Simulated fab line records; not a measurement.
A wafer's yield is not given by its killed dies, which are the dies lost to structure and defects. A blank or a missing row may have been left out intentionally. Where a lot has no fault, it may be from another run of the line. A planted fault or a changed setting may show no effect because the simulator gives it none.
Matching of chambers | flow nand harc | NHARC_A_SGD_CUT_DEP_00 on pecvd-03: 3 sister chambers
The step deposits SiNx, target thk 50 nm. 3 wafers are shown with their chamber, then 9 later ones without.

WAFERS, EACH WITH ITS CHAMBER
wafer  | chamber | heater power w (W)
L084.6 | 0       | 738
L089.2 | 2       | 831
L089.6 | 1       | 785

WAFERS WITH NO CHAMBER GIVEN
wafer  | heater power w (W)
L091.3 | 781
L091.4 | 695
L091.6 | 773
L093.4 | 769
L093.5 | 843
L093.6 | 715
L095.2 | 658
L095.5 | 677
L095.6 | 839

EACH ONE'S CHAMBER
wafer  | from the rows above          | in truth
L091.3 | can't be placed: 1 or 0 or 2 | 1
L091.4 | can't be placed: 0 or 1      | 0
L091.6 | can't be placed: 1 or 0 or 2 | 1
L093.4 | can't be placed: 1 or 0 or 2 | 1
L093.5 | can't be placed: 2 or 1      | 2
L093.6 | can't be placed: 0 or 1      | 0
L095.2 | can't be placed: 0 or 1      | 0
L095.5 | can't be placed: 0 or 1      | 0
L095.6 | can't be placed: 2 or 1      | 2
Correct placement for 0 of the 9. Cannot be placed on the basis of these rows: 9; the candidates contain the true chamber in 9. 0 placed wrongly.
How it was worked out, from the rows above alone: a wafer's distance from a chamber is the root of the sum, over the readings, of the square of ((its reading less the chamber's mean) divided by the reading's scatter). The wafer belongs to the nearest chamber; if the next one is less than 2 further off, it can't be placed. A chamber's mean is the mean of its shown wafers. The scatter (one wafer shown for each chamber): square how far every hidden wafer sits from the nearest shown wafer, average those squares and take the square root.
